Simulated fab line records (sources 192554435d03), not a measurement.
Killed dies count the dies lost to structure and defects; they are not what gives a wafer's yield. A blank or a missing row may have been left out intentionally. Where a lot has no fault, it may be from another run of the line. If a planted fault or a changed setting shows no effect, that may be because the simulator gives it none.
fab line records | flow n5Finfet
[record] lots = 7 | wafers = 21
route steps=1938 shown MOL_CONTACT_COAG@565 BEOL_M0_SAQP@672 BEOL_M0_CUTY@705 BEOL_M1@770 BEOL_M2@870 BEOL_M3@959
startH: start of the lot's first displayed wafer, in hours after the record's first day | waitH: hours since the lot's step before | " as in the row above | L1.1+2: a row that stands for several wafers | - either no value or no given start | * or withheld: withheld | < > ~ a bound
route shown NAME@n: names a module that has steps shown in the file, with the first one's number in the route | usual: mean/standard deviation taken from wafers without a fault | same: alike in all rows | chamber/n: place in a boat | sites: per-site readings | _std_site: their standard deviation | _edge_site: inner sites' mean taken away from outer sites' mean | radiusMm: how far each site lies from the wafer's centre | mask NAME#n: copy n | behind: the last tool/chamber to shape the wafer | hold: why the lot was held/for how many hours/how that ended | device: which transistor (n, p or np) failed to switch | end of line: tests of these same wafers at the route's end | a step given without rows: its recipe and nothing more | killed: count of dies lost to structure and defects at first sort (not the wafer's yield) | map: a wafer's dies, x killed, . not, _ none there
set.NAME: the setting as run; set.NAME@STEP: as run at that earlier step | model.NAME: the simulator's own value behind a step, which no gauge read
lots where settings were altered on purpose, with a table for each step and a row for each wafer
[[steps]]
[step N5_MOL_CONTACT_COAG_COAT_76]
[recipe] resist = SiARC | tempC = 220 | timeS = 60 | spinRpm = 1500 | resistThkNm = 10
lot.wafer  | tool          | chamber | startH | waitH | set.spinRpm | model.SiARC_of_MOL_CONTACT_COAG_COAT_76.thkNm
L074.1+2   | lithoTrack-02 | 0       | -      | -     | 1572        | 9.8
L074.5     | "             | 0       | "      | "     | 1500        | 10
L079.1     | lithoTrack-04 | 0       | -      | -     | 1542        | 9.8
L079.2+5   | "             | 0       | "      | "     | 1500        | 10
L081.2     | lithoTrack-05 | 0       | -      | -     | 1500        | 10
L081.4+5   | "             | 0       | "      | "     | 1550        | 9.8
L083.4+6   | lithoTrack-02 | 0       | -      | -     | 1500        | 10
L083.5     | "             | 0       | "      | "     | 1620        | 9.6
L092.1     | lithoTrack-02 | 0       | -      | -     | 1500        | 10
L092.4+6   | "             | 0       | "      | "     | 1396        | 10.4
L094.2+4   | lithoTrack-04 | 0       | -      | -     | 1401        | 10.4
L094.3     | "             | 0       | "      | "     | 1500        | 10
L095.1+2+6 | lithoTrack-02 | 0       | -      | -     | 1500        | 10
[step N5_MOL_CONTACT_COAG_COAT_77]
[recipe] resist = underlayer | tempC = 205 | timeS = 60 | spinRpm = 1500 | resistThkNm = 10
[step N5_MOL_CONTACT_COAG_COAT_78]
[recipe] resist = CAR-EUV | spinRpm = 1500 | resistThkNm = 40
[step N5_MOL_CONTACT_COAG_DESCUM_88]
[recipe] chemistry = O2 | timeS = 7 | sourcePowerW = 50 | biasPowerW = 20 | pressureMtorr = 20 | rfFrequencyHz = 2.712e+07 | tempC = 40 | resist = CAR-EUV | o2FlowSccm = 225
[step N5_MOL_CONTACT_COAG_ETCH_89]
[recipe] chemistry = N2/H2 | target = underlayer | targetDepthA = 130 | maskMaterial = CAR-EUV | timeS = 10.4 | ionEnergyEv = 200 | pressureMtorr = 30 | sourceW = 840 | biasW = 150 | n2FlowSccm = 200 | h2FlowSccm = 200 | ends = cleared
[step N5_MOL_CONTACT_COAG_ETCH_90]
[recipe] chemistry = CF4 | target = SiARC | targetDepthA = 130 | maskMaterial = CAR-EUV | timeS = 21.7 | ionEnergyEv = 80 | pressureMtorr = 40 | sourceW = 545 | biasW = 36 | Ar_flow_sccm = 100 | cf4FlowSccm = 100 | ends = cleared
lot.wafer | tool       | chamber | startH | waitH | set.spinRpm@MOL_CONTACT_COAG_COAT_76 | model.etch.depthNm
L074.1    | rieDiel-05 | 2       | 104.21 | 0.0   | 1572                                 | 9.819
L074.2    | "          | 0       | "      | "     | 1572                                 | 9.793
L074.5    | "          | 0       | "      | "     | 1500                                 | 10.05
L079.1    | rieDiel-01 | 2       | 128.27 | 0.0   | 1542                                 | 9.896
L079.2    | "          | 3       | "      | "     | 1500                                 | 9.98
L079.5    | "          | 1       | "      | "     | 1500                                 | 10.03
L081.2    | rieDiel-05 | 3       | 138.25 | 0.0   | 1500                                 | 9.993
L081.4    | "          | 3       | "      | "     | 1550                                 | 9.824
L081.5    | "          | 2       | "      | "     | 1550                                 | 9.846
L083.4    | rieDiel-05 | 2       | 149.84 | 0.0   | 1500                                 | 10.02
L083.5    | "          | 2       | "      | "     | 1620                                 | 9.656
L083.6    | "          | 3       | "      | "     | 1500                                 | 10.03
L092.1    | rieDiel-03 | 0       | 203.47 | 0.0   | 1500                                 | 9.992
L092.4    | "          | 3       | "      | "     | 1396                                 | 10.33
L092.6    | "          | 0       | "      | "     | 1396                                 | 10.34
L094.2    | rieDiel-03 | 2       | 219.39 | 0.0   | 1401                                 | 10.35
L094.3    | "          | 3       | "      | "     | 1500                                 | 10
L094.4    | "          | 2       | "      | "     | 1401                                 | 10.39
L095.1    | rieDiel-01 | 0       | 220.82 | 0.0   | 1500                                 | 9.979
L095.2    | "          | 3       | "      | "     | 1500                                 | 9.978
L095.6    | "          | 3       | "      | "     | 1500                                 | 10.02
[step N5_BEOL_M0_SAQP_ETCH_106]
[recipe] chemistry = N2/H2 | target = SOC | targetDepthA = 1500 | stopOn = SiNx | ionEnergyEv = 100 | biasW = 61 | pressureMtorr = 30 | sourceW = 850 | n2FlowSccm = 200 | h2FlowSccm = 200
lot.wafer | tool       | chamber | startH | waitH | set.targetDepthA | model.SOC_of_BEOL_M0_SAQP_COAT_105.thkNm
L074.1    | rieDiel-04 | 0       | 115.77 | -     | 1500             | 25
L074.2    | "          | 3       | "      | "     | 1451             | 25.4
L074.5    | "          | 2       | "      | "     | 1500             | 25.8
L079.1    | rieDiel-04 | 2       | 138.33 | -     | 1500             | 24.6
L079.2    | "          | 0       | "      | "     | 1346             | 31.8
L079.5    | "          | 2       | "      | "     | 1500             | 25.6
L081.2    | rieDiel-04 | 0       | 149.50 | -     | 1500             | 24
L081.4    | "          | 3       | "      | "     | 1500             | 22.2
L081.5    | "          | 2       | "      | "     | 1500             | 25.8
L083.4    | rieDiel-02 | 2       | 163.84 | -     | 1349             | 32.6
L083.5    | "          | 0       | "      | "     | 1349             | 29.6
L083.6    | "          | 3       | "      | "     | 1349             | 33
L092.1    | rieDiel-06 | 0       | 215.11 | -     | 1562             | 22
L092.4    | "          | 1       | "      | "     | 1562             | 21.2
L092.6    | "          | 3       | "      | "     | 1500             | 25.6
L094.2    | rieDiel-04 | 1       | 232.09 | -     | 1336             | 31
L094.3    | "          | 0       | "      | "     | 1336             | 30.6
L094.4    | "          | 2       | "      | "     | 1500             | 21.6
L095.1+2  | rieDiel-04 | 0,3     | 234.19 | -     | 1500             | 22.4
L095.6    | "          | 0       | "      | "     | 1500             | 21.6
[step N5_BEOL_M0_SAQP_ETCH_107]
[recipe] chemistry = CH3F/O2 | target = SiNx | targetDepthA = 300 | maskMaterial = SOC | pressureMtorr = 30 | sourceW = 395 | biasW = 73 | Ar_flow_sccm = 150 | CH3F_flow_sccm = 30 | O2_flow_sccm = 20 | ionEnergyEv = 120
lot.wafer | tool       | chamber | startH | waitH | set.targetDepthA@BEOL_M0_SAQP_ETCH_106 | model.SOC_of_BEOL_M0_SAQP_COAT_105.thkNm
L074.1    | rieDiel-04 | 0       | 115.83 | 0.0   | 1500                                   | 14.2
L074.2    | "          | 3       | "      | "     | 1451                                   | 14.2
L074.5    | "          | 2       | "      | "     | 1500                                   | 15
L079.1    | rieDiel-04 | 2       | 138.39 | 0.0   | 1500                                   | 14
L079.2    | "          | 0       | "      | "     | 1346                                   | 20.8
L079.5    | "          | 2       | "      | "     | 1500                                   | 15
L081.2    | rieDiel-04 | 0       | 149.56 | 0.0   | 1500                                   | 13.2
L081.4    | "          | 3       | "      | "     | 1500                                   | 11
L081.5    | "          | 2       | "      | "     | 1500                                   | 15
L083.4    | rieDiel-02 | 2       | 163.90 | 0.0   | 1349                                   | 21.6
L083.5    | "          | 0       | "      | "     | 1349                                   | 18.6
L083.6    | "          | 3       | "      | "     | 1349                                   | 22.4
L092.1    | rieDiel-06 | 0       | 215.17 | 0.0   | 1562                                   | 11
L092.4    | "          | 1       | "      | "     | 1562                                   | 10.2
L092.6    | "          | 3       | "      | "     | 1500                                   | 14.6
L094.2    | rieDiel-04 | 1       | 232.15 | 0.0   | 1336                                   | 20
L094.3    | "          | 0       | "      | "     | 1336                                   | 19.4
L094.4    | "          | 2       | "      | "     | 1500                                   | 10.6
L095.1    | rieDiel-04 | 0       | 234.25 | 0.0   | 1500                                   | 11.4
L095.2    | "          | 3       | "      | "     | 1500                                   | 11.6
L095.6    | "          | 0       | "      | "     | 1500                                   | 10.6
[step N5_BEOL_M0_CUTY_EXPOSE_54]
[recipe] maskId = M0_ABLK | na = 1.35 | sourceShape = conventional | sigmaOuter = 0.8 | polarization = unpolarized | doseMj = 36
lot.wafer  | tool           | chamber | startH | waitH | mask      | set.doseMj
L074.1+2+5 | arfiScanner-03 | 0       | 118.57 | -     | M0_ABLK#0 | 33.92
L079.1+2   | arfiScanner-01 | 0       | 140.99 | -     | M0_ABLK#0 | 36.76
L079.5     | "              | 0       | "      | "     | M0_ABLK#0 | 36
L081.2     | arfiScanner-03 | 0       | 152.19 | -     | M0_ABLK#0 | 33.63
L081.4+5   | "              | 0       | "      | "     | M0_ABLK#0 | 36
L083.4+5+6 | arfiScanner-02 | 0       | 167.17 | -     | M0_ABLK#0 | 36
L092.1+4+6 | arfiScanner-02 | 0       | 218.03 | -     | M0_ABLK#0 | 36
L094.2     | arfiScanner-03 | 0       | 234.87 | -     | M0_ABLK#0 | 37.82
L094.3+4   | "              | 0       | "      | "     | M0_ABLK#0 | 36
L095.1+2+6 | arfiScanner-03 | 0       | 236.98 | -     | M0_ABLK#0 | 36
[step N5_BEOL_M0_CUTY_PEB_55]
[recipe] pebTempC = 110 | pebTimeS = 60 | resist = CAR-ArF-block
[step N5_BEOL_M0_CUTY_DEVELOP_56]
[recipe] developTimeS = 30 | developer = TMAH | resist = CAR-ArF-block | rinseLiquid = diw | dry = airSpin | devTempC = 23
[step N5_BEOL_M0_CUTY_CD_MEAS_57]
[recipe] targetCdNm = 200 | landingEnergyEv = 500 | detector = seInlens | polarity = line
[usual] cdNm = 200.0/0.83
lot.wafer | tool     | chamber | startH | waitH | set.doseMj@BEOL_M0_CUTY_EXPOSE_54 | cdNm
L074.1    | cdSem-02 | 0       | 118.70 | -     | 33.92                             | 203.8
L074.2    | "        | 0       | "      | "     | 33.92                             | 204.2
L074.5    | "        | 0       | "      | "     | 33.92                             | 203.8
L079.1    | cdSem-02 | 0       | 141.11 | -     | 36.76                             | 199.1
L079.2    | "        | 0       | "      | "     | 36.76                             | 198.7
L079.5    | "        | 0       | "      | "     | 36                                | 199.6
L081.2    | cdSem-01 | 0       | 152.31 | -     | 33.63                             | 205.1
L081.4    | "        | 0       | "      | "     | 36                                | 199.6
L081.5    | "        | 0       | "      | "     | 36                                | 200.0
L083.4    | cdSem-01 | 0       | 167.28 | -     | 36                                | 200.2
L083.5    | "        | 0       | "      | "     | 36                                | 199.8
L083.6    | "        | 0       | "      | "     | 36                                | 200.3
L092.1    | cdSem-01 | 0       | 218.15 | -     | 36                                | 199.1
L092.4    | "        | 0       | "      | "     | 36                                | 199.2
L092.6    | "        | 0       | "      | "     | 36                                | 199.0
L094.2    | cdSem-01 | 0       | 234.99 | -     | 37.82                             | 197.3
L094.3    | "        | 0       | "      | "     | 36                                | 200.6
L094.4    | "        | 0       | "      | "     | 36                                | 200.4
L095.1    | cdSem-03 | 0       | 237.10 | -     | 36                                | 200.8
L095.2    | "        | 0       | "      | "     | 36                                | 199.4
L095.6    | "        | 0       | "      | "     | 36                                | 200.3
[step N5_BEOL_M0_CUTY_DESCUM_61]
[recipe] chemistry = O2 | timeS = 7.9 | sourcePowerW = 50 | biasPowerW = 20 | pressureMtorr = 20 | rfFrequencyHz = 2.712e+07 | tempC = 40 | resist = CAR-ArF-block | o2FlowSccm = 225
lot.wafer  | tool       | chamber | startH | waitH | set.timeS
L074.1+2+5 | rieDiel-03 | 1,2,3   | 118.79 | 0.0   | 7.9
L079.1+5   | rieDiel-03 | 3,2     | 141.28 | 0.1   | 6.53
L079.2     | "          | 1       | "      | "     | 7.9
L081.2+4   | rieDiel-05 | 2       | 152.66 | 0.3   | 7.265
L081.5     | "          | 3       | "      | "     | 7.9
L083.4+5+6 | rieDiel-01 | 0,0,3   | 167.37 | 0.0   | 7.9
L092.1+4+6 | rieDiel-01 | 3,1,3   | 218.24 | 0.0   | 7.9
L094.2+3+4 | rieDiel-05 | 0,2,0   | 235.11 | 0.1   | 6.413
L095.1+2+6 | rieDiel-01 | 3,0,1   | 237.19 | 0.0   | 7.9
[step N5_BEOL_M0_CUTY_ETCH_62]
[recipe] chemistry = CF4 | target = SiARC | maskMaterial = CAR-ArF-block | timeS = 58.5 | ionEnergyEv = 80 | pressureMtorr = 40 | sourceW = 545 | biasW = 36 | Ar_flow_sccm = 100 | cf4FlowSccm = 100 | ends = cleared
lot.wafer | tool       | chamber | startH | waitH | set.doseMj@BEOL_M0_CUTY_EXPOSE_54 | model.BEOL_M0_CUTY.cdOffsetNm
L074.1    | rieDiel-03 | 1       | 118.82 | 0.0   | 33.92                             | 4
L074.2    | "          | 2       | "      | "     | 33.92                             | 4.4
L074.5    | "          | 3       | "      | "     | 33.92                             | 4.2
L079.1    | rieDiel-03 | 3       | 141.31 | 0.0   | 36.76                             | -0.8
L079.2    | "          | 1       | "      | "     | 36.76                             | -1.2
L079.5    | "          | 2       | "      | "     | 36                                | 0
L081.2    | rieDiel-05 | 2       | 152.70 | 0.0   | 33.63                             | 5
L081.4    | "          | 2       | "      | "     | 36                                | -0.4
L081.5    | "          | 3       | "      | "     | 36                                | -0.2
L083.4    | rieDiel-01 | 0       | 167.40 | 0.0   | 36                                | 0.4
L083.5    | "          | 0       | "      | "     | 36                                | 0
L083.6    | "          | 3       | "      | "     | 36                                | 0.2
L092.1+4  | rieDiel-01 | 3,1     | 218.28 | 0.0   | 36                                | -0.8
L092.6    | "          | 3       | "      | "     | 36                                | -1
L094.2    | rieDiel-05 | 0       | 235.14 | 0.0   | 37.82                             | -2.8
L094.3+4  | "          | 2,0     | "      | "     | 36                                | 0.6
L095.1+6  | rieDiel-01 | 3,1     | 237.23 | 0.0   | 36                                | 0.8
L095.2    | "          | 0       | "      | "     | 36                                | -0.4
[step N5_BEOL_M1_ETCH_64]
[recipe] chemistry = N2/H2 | target = SOC | targetDepthA = 750 | overetchA = 150 | maskMaterial = SiARC | tempC = 40 | timeS = 112.5 | ionEnergyEv = 200 | pressureMtorr = 30 | sourceW = 840 | biasW = 150 | n2FlowSccm = 200 | h2FlowSccm = 200
[usual] rfVppV = 523.4/2.4
lot.wafer | tool       | chamber | startH | waitH | set.sourceW | rfVppV
L074.1    | rieDiel-06 | 3       | 125.61 | 0.0   | 936.2       | 504.5
L074.2    | "          | 1       | "      | "     | 840         | 527.8
L074.5    | "          | 2       | "      | "     | 936.2       | 501.2
L079.1    | rieDiel-04 | 3       | 148.80 | 0.0   | 840         | 523.3
L079.2    | "          | 0       | "      | "     | 840         | 523.9
L079.5    | "          | 2       | "      | "     | 971         | 497.4
L081.2    | rieDiel-04 | 2       | 160.51 | 0.0   | 840         | 519.8
L081.4    | "          | 3       | "      | "     | 840         | 522.0
L081.5    | "          | 1       | "      | "     | 840         | 524.1
L083.4    | rieDiel-06 | 2       | 172.93 | 0.0   | 840         | 520.7
L083.5    | "          | 2       | "      | "     | 840         | 521.0
L083.6    | "          | 1       | "      | "     | 696.5       | 558.9
L092.1    | rieDiel-04 | 1       | 226.21 | 0.0   | 840         | 523.9
L092.4    | "          | 2       | "      | "     | 840         | 527.9
L092.6    | "          | 0       | "      | "     | 840         | 522.0
L094.2    | rieDiel-06 | 2       | 243.83 | 0.0   | 882         | 520.0
L094.3    | "          | 0       | "      | "     | 840         | 524.8
L094.4    | "          | 2       | "      | "     | 882         | 519.6
L095.1    | rieDiel-04 | 0       | 245.72 | 0.0   | 840         | 522.2
L095.2    | "          | 1       | "      | "     | 840         | 524.6
L095.6    | "          | 1       | "      | "     | 840         | 524.0
[step N5_BEOL_M1_COAT_76]
[recipe] resist = underlayer | tempC = 205 | timeS = 60 | spinRpm = 1500 | resistThkNm = 5
lot.wafer  | tool          | chamber | startH | waitH | set.spinRpm
L074.1+2+5 | lithoTrack-05 | 0       | -      | -     | 1500
L079.1+5   | lithoTrack-01 | 0       | -      | -     | 1629
L079.2     | "             | 0       | "      | "     | 1500
L081.2+5   | lithoTrack-01 | 0       | -      | -     | 1500
L081.4     | "             | 0       | "      | "     | 1629
L083.4+6   | lithoTrack-02 | 0       | -      | -     | 1500
L083.5     | "             | 0       | "      | "     | 1360
L092.1+4+6 | lithoTrack-02 | 0       | -      | -     | 1500
L094.2+3   | lithoTrack-05 | 0       | -      | -     | 1432
L094.4     | "             | 0       | "      | "     | 1500
L095.1+2+6 | lithoTrack-01 | 0       | -      | -     | 1500
[step N5_BEOL_M1_COAT_22]
[recipe] resist = CAR-EUV | spinRpm = 1500 | resistThkNm = 30
[step N5_BEOL_M1_EBR_24]
[recipe] solvent = PGMEA | ebrWidthMm = 1.5
[step N5_BEOL_M1_DESCUM_33]
[recipe] chemistry = O2 | timeS = 7 | sourcePowerW = 50 | biasPowerW = 20 | pressureMtorr = 20 | rfFrequencyHz = 2.712e+07 | tempC = 40 | resist = CAR-EUV | o2FlowSccm = 225
[step N5_BEOL_M1_ETCH_77]
[recipe] chemistry = N2/H2 | target = underlayer | targetDepthA = 65 | maskMaterial = CAR-EUV | timeS = 5.2 | ionEnergyEv = 200 | pressureMtorr = 30 | sourceW = 840 | biasW = 150 | n2FlowSccm = 200 | h2FlowSccm = 200 | ends = cleared
[usual] etchRfOnTimeS = 5.19/0.087
lot.wafer | tool       | chamber | startH | waitH | set.spinRpm@BEOL_M1_COAT_76 | etchRfOnTimeS | model.etch.depthNm
L074.1    | rieDiel-06 | 1       | 126.43 | 0.0   | 1500                        | 5.18          | 5.045
L074.2    | "          | 2       | "      | "     | 1500                        | 5.20          | 5.008
L074.5    | "          | 2       | "      | "     | 1500                        | 5.27          | 5.044
L079.1    | rieDiel-04 | 2       | 149.94 | 0.0   | 1629                        | 5.03          | 4.841
L079.2    | "          | 0       | "      | "     | 1500                        | 5.20          | 5.033
L079.5    | "          | 2       | "      | "     | 1629                        | 5.05          | 4.844
L081.2    | rieDiel-02 | 3       | 161.61 | 0.0   | 1500                        | 5.23          | 5.001
L081.4    | "          | 2       | "      | "     | 1629                        | 5.03          | 4.809
L081.5    | "          | 1       | "      | "     | 1500                        | 5.25          | 5.012
L083.4    | rieDiel-06 | 1       | 173.89 | 0.0   | 1500                        | 5.17          | 4.985
L083.5    | "          | 1       | "      | "     | 1360                        | 5.40          | 5.238
L083.6    | "          | 0       | "      | "     | 1500                        | 5.25          | 4.983
L092.1    | rieDiel-06 | 3       | 227.03 | 0.0   | 1500                        | 5.34          | 4.988
L092.4    | "          | 3       | "      | "     | 1500                        | 5.27          | 4.977
L092.6    | "          | 1       | "      | "     | 1500                        | 5.19          | 4.992
L094.2    | rieDiel-04 | 1       | 244.89 | 0.0   | 1432                        | 5.22          | 5.127
L094.3    | "          | 0       | "      | "     | 1432                        | 5.21          | 5.107
L094.4    | "          | 1       | "      | "     | 1500                        | 5.11          | 5.001
L095.1    | rieDiel-04 | 1       | 246.55 | 0.0   | 1500                        | 5.12          | 5.013
L095.2    | "          | 0       | "      | "     | 1500                        | 5.09          | 5.012
L095.6    | "          | 3       | "      | "     | 1500                        | 5.19          | 5.012
[step N5_BEOL_M2_COAT_22]
[recipe] resist = CAR-EUV | spinRpm = 1500 | resistThkNm = 30
lot.wafer  | tool          | chamber | startH | waitH | set.spinRpm | model.CAR-EUV_of_BEOL_M2_COAT_22.thkNm
L074.1+2+5 | lithoTrack-03 | 0       | -      | -     | 1500        | 29.8
L079.1+2+5 | lithoTrack-04 | 0       | -      | -     | 1500        | 30.2
L081.2+4   | lithoTrack-03 | 0       | -      | -     | 1500        | 30
L081.5     | "             | 0       | "      | "     | 1500        | 29.8
L083.4     | lithoTrack-04 | 0       | -      | -     | 1500        | 30
L083.5     | "             | 0       | "      | "     | 1580        | 29.2
L083.6     | "             | 0       | "      | "     | 1580        | 29.4
L092.1     | lithoTrack-04 | 0       | -      | -     | 1500        | 30
L092.4     | "             | 0       | "      | "     | 1576        | 29.2
L092.6     | "             | 0       | "      | "     | 1500        | 29.8
L094.2+3+4 | lithoTrack-01 | 0       | -      | -     | 1500        | 30
L095.1+2+6 | lithoTrack-04 | 0       | -      | -     | 1500        | 30
[step N5_BEOL_M2_EBR_24]
[recipe] solvent = PGMEA | ebrWidthMm = 1.5
[step N5_BEOL_M2_SOFTBAKE_23]
[recipe] tempC = 110 | timeS = 60 | resist = CAR-EUV
[step N5_BEOL_M2_EXPOSE_25]
[recipe] maskId = V1 | na = 0.33 | sourceShape = quasar | sigmaInner = 0.2 | sigmaOuter = 0.8 | polarization = unpolarized | defocusNm = 5 | doseMj = 63
[step N5_BEOL_M2_PEB_26]
[recipe] pebTempC = 100 | pebTimeS = 60 | resist = CAR-EUV
[step N5_BEOL_M2_DEVELOP_27]
[recipe] developTimeS = 30 | developer = TMAH | resist = CAR-EUV | rinseLiquid = surfactantRinse | dry = airSpin | devTempC = 23
lot.wafer  | tool          | chamber | startH | waitH | set.spinRpm@BEOL_M2_COAT_22 | model.CAR-EUV_of_BEOL_M2_COAT_22.thkNm
L074.1+2+5 | lithoTrack-03 | 0       | -      | -     | 1500                        | 29.4
L079.1     | lithoTrack-01 | 0       | -      | -     | 1500                        | 29.8
L079.2+5   | "             | 0       | "      | "     | 1500                        | 29.6
L081.2     | lithoTrack-01 | 0       | -      | -     | 1500                        | 29.6
L081.4+5   | "             | 0       | "      | "     | 1500                        | 29.4
L083.4     | lithoTrack-03 | 0       | -      | -     | 1500                        | 29.6
L083.5     | "             | 0       | "      | "     | 1580                        | 28.8
L083.6     | "             | 0       | "      | "     | 1580                        | 29
L092.1     | lithoTrack-04 | 0       | -      | -     | 1500                        | 29.4
L092.4     | "             | 0       | "      | "     | 1576                        | 28.8
L092.6     | "             | 0       | "      | "     | 1500                        | 29.2
L094.2+3+4 | lithoTrack-01 | 0       | -      | -     | 1500                        | 29.6
L095.1     | lithoTrack-03 | 0       | -      | -     | 1500                        | 29.6
L095.2+6   | "             | 0       | "      | "     | 1500                        | 29.4
[step N5_BEOL_M2_DESCUM_33]
[recipe] chemistry = O2 | timeS = 7 | sourcePowerW = 50 | biasPowerW = 20 | pressureMtorr = 20 | rfFrequencyHz = 2.712e+07 | tempC = 40 | resist = CAR-EUV | o2FlowSccm = 225
[step N5_BEOL_M2_ETCH_77]
[recipe] chemistry = N2/H2 | target = underlayer | targetDepthA = 65 | maskMaterial = CAR-EUV | timeS = 5.2 | ionEnergyEv = 200 | pressureMtorr = 30 | sourceW = 840 | biasW = 150 | n2FlowSccm = 200 | h2FlowSccm = 200 | ends = cleared
lot.wafer  | tool       | chamber | startH | waitH | set.spinRpm@BEOL_M2_COAT_22 | model.CAR-EUV_of_BEOL_M2_COAT_22.thkNm
L074.1+2+5 | rieDiel-03 | 3,1,1   | 144.18 | 0.0   | 1500                        | 20.2
L079.1     | rieDiel-01 | 0       | 157.52 | 0.0   | 1500                        | 20.6
L079.2+5   | "          | 3,2     | "      | "     | 1500                        | 20.4
L081.2+4   | rieDiel-05 | 0,1     | 171.02 | 0.0   | 1500                        | 20.4
L081.5     | "          | 2       | "      | "     | 1500                        | 20.2
L083.4     | rieDiel-05 | 1       | 194.99 | 0.0   | 1500                        | 20.4
L083.5+6   | "          | 1,0     | "      | "     | 1580                        | 19.6
L092.1     | rieDiel-01 | 2       | 251.02 | 0.0   | 1500                        | 20.2
L092.4     | "          | 1       | "      | "     | 1576                        | 19.6
L092.6     | "          | 3       | "      | "     | 1500                        | 20
L094.2+3+4 | rieDiel-01 | 3,0,2   | 254.42 | 0.0   | 1500                        | 20.4
L095.1     | rieDiel-01 | 3       | 268.32 | 0.0   | 1500                        | 20.4
L095.2+6   | "          | 2,1     | "      | "     | 1500                        | 20.2
[step N5_BEOL_M3_COAT_76]
[recipe] resist = underlayer | tempC = 205 | timeS = 60 | spinRpm = 1500 | resistThkNm = 5
lot.wafer  | tool          | chamber | startH | waitH | set.spinRpm
L074.1+2   | lithoTrack-04 | 0       | -      | -     | 1500
L074.5     | "             | 0       | "      | "     | 1551
L079.1+5   | lithoTrack-05 | 0       | -      | -     | 1500
L079.2     | "             | 0       | "      | "     | 1571
L081.2+4+5 | lithoTrack-04 | 0       | -      | -     | 1500
L083.4+5   | lithoTrack-02 | 0       | -      | -     | 1456
L083.6     | "             | 0       | "      | "     | 1500
L092.1     | lithoTrack-05 | 0       | -      | -     | 1500
L092.4+6   | "             | 0       | "      | "     | 1403
L094.2+4   | lithoTrack-04 | 0       | -      | -     | 1500
L094.3     | "             | 0       | "      | "     | 1356
L095.1+2+6 | lithoTrack-05 | 0       | -      | -     | 1500
[[key]]
[split] step = N5_MOL_CONTACT_COAG_COAT_76 | setting = spinRpm | stated = 1500 | by = wafer
[response] step = N5_MOL_CONTACT_COAG_COAT_76 | reading = model.SiARC_of_MOL_CONTACT_COAG_COAT_76.thkNm | change = -0.0546 | per = 1% | r = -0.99
[response] step = N5_MOL_CONTACT_COAG_ETCH_90 | reading = model.etch.depthNm | change = -0.0491 | per = 1% | r = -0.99
[split] step = N5_BEOL_M0_SAQP_ETCH_106 | setting = targetDepthA | stated = 1500 | by = wafer
[response] step = N5_BEOL_M0_SAQP_ETCH_106 | reading = model.SOC_of_BEOL_M0_SAQP_COAT_105.thkNm | change = -0.736 | per = 1% | r = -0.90
[response] step = N5_BEOL_M0_SAQP_ETCH_107 | reading = model.SOC_of_BEOL_M0_SAQP_COAT_105.thkNm | change = -0.71 | per = 1% | r = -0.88
[split] step = N5_BEOL_M0_CUTY_EXPOSE_54 | setting = doseMj | stated = 36 | by = wafer
[response] step = N5_BEOL_M0_CUTY_CD_MEAS_57 | reading = cdNm | change = -0.717 | per = 1% | r = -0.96
[response] step = N5_BEOL_M0_CUTY_ETCH_62 | reading = model.BEOL_M0_CUTY.cdOffsetNm | change = -0.739 | per = 1% | r = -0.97
[split] step = N5_BEOL_M0_CUTY_DESCUM_61 | setting = timeS | stated = 7.9 | by = wafer
response none clear
[split] step = N5_BEOL_M1_ETCH_64 | setting = sourceW | stated = 840 | by = wafer
[response] step = N5_BEOL_M1_ETCH_64 | reading = rfVppV | change = -1.98 | per = 1% | r = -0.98
[split] step = N5_BEOL_M1_COAT_76 | setting = spinRpm | stated = 1500 | by = wafer
[response] step = N5_BEOL_M1_ETCH_77 | reading = etchRfOnTimeS | change = * | per = 1% | r = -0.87
[response] step = N5_BEOL_M1_ETCH_77 | reading = model.etch.depthNm | change = -0.0243 | per = 1% | r = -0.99
[split] step = N5_BEOL_M2_COAT_22 | setting = spinRpm | stated = 1500 | by = wafer
[response] step = N5_BEOL_M2_COAT_22 | reading = model.CAR-EUV_of_BEOL_M2_COAT_22.thkNm | change = -0.135 | per = 1% | r = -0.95
[response] step = N5_BEOL_M2_DEVELOP_27 | reading = model.CAR-EUV_of_BEOL_M2_COAT_22.thkNm | change = -0.116 | per = 1% | r = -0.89
[response] step = N5_BEOL_M2_ETCH_77 | reading = model.CAR-EUV_of_BEOL_M2_COAT_22.thkNm | change = -0.126 | per = 1% | r = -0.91
[split] step = N5_BEOL_M3_COAT_76 | setting = spinRpm | stated = 1500 | by = wafer
response none in this file
